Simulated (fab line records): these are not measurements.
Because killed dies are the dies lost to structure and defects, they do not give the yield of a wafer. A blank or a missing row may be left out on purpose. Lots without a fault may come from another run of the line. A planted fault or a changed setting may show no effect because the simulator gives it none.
Split-lot trial	flow n5 finfet	21 wafers read from 7 lots, route of 1938 steps

== THE SPLIT ITSELF ==
At N5_SDB_COAT_03 (time 60 s, resist thk 100 nm), the setting spin rpm was moved away from the recipe's 1500 rpm on 7 of the 21 wafers read, by -9.3% to +10.5%. All remaining wafers had this setting at the recipe value.

== FROM THE SPLIT TO THE READING: what the file shows between them, 11 steps ==
- N5_SDB_COAT_05: resist thk 90 nm (also split here: spin rpm)
- N5_SDB_EBR_07
- N5_SDB_SOFTBAKE_06: time 60 s
- N5_SDB_EXPOSE_08: exposes mask SDB
- N5_SDB_PEB_09: peb time 60 s
- N5_SDB_DEVELOP_10: develop time 30 s
- N5_SDB_DESCUM_16: chemistry O2, time 7.9 s
- N5_SDB_ETCH_17: etches SiARC in CF4, target depth 23.4 nm, time 39 s
- N5_SDB_ETCH_18: etches SOC in N2/H2, target depth 100 nm, overetch 20 nm, time 150 s
- N5_SDB_STRIP_19: strips in N2/H2
- N5_SDB_STRIP_21: strips in CF4

== THE READING ==
SOC_of_SDB_COAT_03.thk nm (the simulator's own value, which no gauge read), in nm, at N5_SDB_HM_OPEN_20 (chemistry CH3F/O2, target SiNx, stops on poly-Si, target depth 24 nm). The file gives no usual value for it. The 14 wafers here that ran the recipe average 83.8 nm, standard deviation 0.5 nm.

wafer	tool, chamber at the split	spin rpm as run, rpm	against the recipe	SOC_of_SDB_COAT_03.thk nm, nm	against lot-mates on the recipe
L077.2	litho track-04, 0	1500	recipe	84.2	-
L077.3	litho track-04, 0	1500	recipe	83.6	-
L077.5	litho track-04, 0	1650	+10.0%	79.4	-4.5
L083.1	litho track-02, 0	1500	recipe	84	-
L083.4	litho track-02, 0	1395	-7.0%	87.2	+2.9
L083.5	litho track-02, 0	1500	recipe	84.6	-
L085.1	litho track-02, 0	1500	recipe	83.4	-
L085.2	litho track-02, 0	1500	recipe	84.8	-
L085.4	litho track-02, 0	1500	recipe	83.8	-
L086.3	litho track-05, 0	1592	+6.1%	80.4	-2.8
L086.4	litho track-05, 0	1500	recipe	83.2	-
L086.6	litho track-05, 0	1592	+6.1%	80	-3.2
L089.1	litho track-04, 0	1500	recipe	83.8	-
L089.6	litho track-04, 0	1500	recipe	83.8	-
L089.5	litho track-04, 0	1500	recipe	84	-
L094.2	litho track-02, 0	1500	recipe	83.2	-
L094.3	litho track-02, 0	1657	+10.5%	78.6	-4.8
L094.4	litho track-02, 0	1500	recipe	83.6	-
L095.1	litho track-02, 0	1361	-9.3%	88.2	+5.2
L095.6	litho track-02, 0	1361	-9.3%	88.2	+5.2
L095.2	litho track-02, 0	1500	recipe	83	-

FIT RESULTS
A straight line over all 21 wafers: SOC_of_SDB_COAT_03.thk nm changes by -0.49 nm for each +1% of spin rpm; r = -0.98; the points scatter about the line by 0.49 nm.
The same after taking each lot's own level away (the mean of its wafers on the recipe; 21 wafers): -0.493 nm for each +1%; r = -0.99; scatter 0.39 nm.
On that fit, the largest move of spin rpm shifts the reading by 5.2 nm.
Across the lots, their own levels run from 83.00 to 84.30 nm, a range of 2.6 times the standard deviation given above.
The two slopes are in agreement: the lot-to-lot level therefore moves the slope only a little.
Check: for one of the wafers moved furthest among these (+10.5%), held out of the fit, the line's prediction against its lot-mates is -5.18 nm. It came out at -4.8 nm against them.

== FURTHER SPLITS ON THESE WAFERS ==
These wafers also went through other splits before the reading. Each is held against what the fit with the lots' levels taken away leaves over:
other split on the same wafers	wafers away from the commonest value	r with SOC_of_SDB_COAT_03.thk nm (lot level and that fit taken away)
N5_WELL_APT_COAT_02 spin rpm	5	+0.15
N5_FIN_CUT_ETCH_21 time s	9	+0.19
N5_SD_EPI_N_EPI_21 epi growth time s	4	+0.24
N5_SDB_COAT_05 spin rpm	7	+0.21

== THE WHOLE CHAIN: every reading that the file lists as answering this split, in the file's order ==
step	what it does	reading	change (the file's fit)	r (the file's)
N5_SDB_COAT_03	time 60 s, resist thk 100 nm	SOC_of_SDB_COAT_03.thk nm (the simulator's own value, which no gauge read)	-0.49 nm for each +1% of the setting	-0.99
N5_SDB_ETCH_18	etches SOC in N2/H2, target depth 100 nm, overetch 20 nm, time 150 s	etch.depth nm (the simulator's own value, which no gauge read)	-0.49 nm for each +1% of the setting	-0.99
N5_SDB_HM_OPEN_20	chemistry CH3F/O2, target SiNx, stops on poly-Si, target depth 24 nm	SOC_of_SDB_COAT_03.thk nm (the simulator's own value, which no gauge read)	-0.477 nm for each +1% of the setting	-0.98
N5_SDB_STRIP_22	strips in N2/H2	strip time to endpoint s	withheld for each +1% of the setting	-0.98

== THE FILE'S OWN FIT ==
SOC_of_SDB_COAT_03.thk nm changes by -0.477 nm for each +1% of spin rpm, r = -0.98.
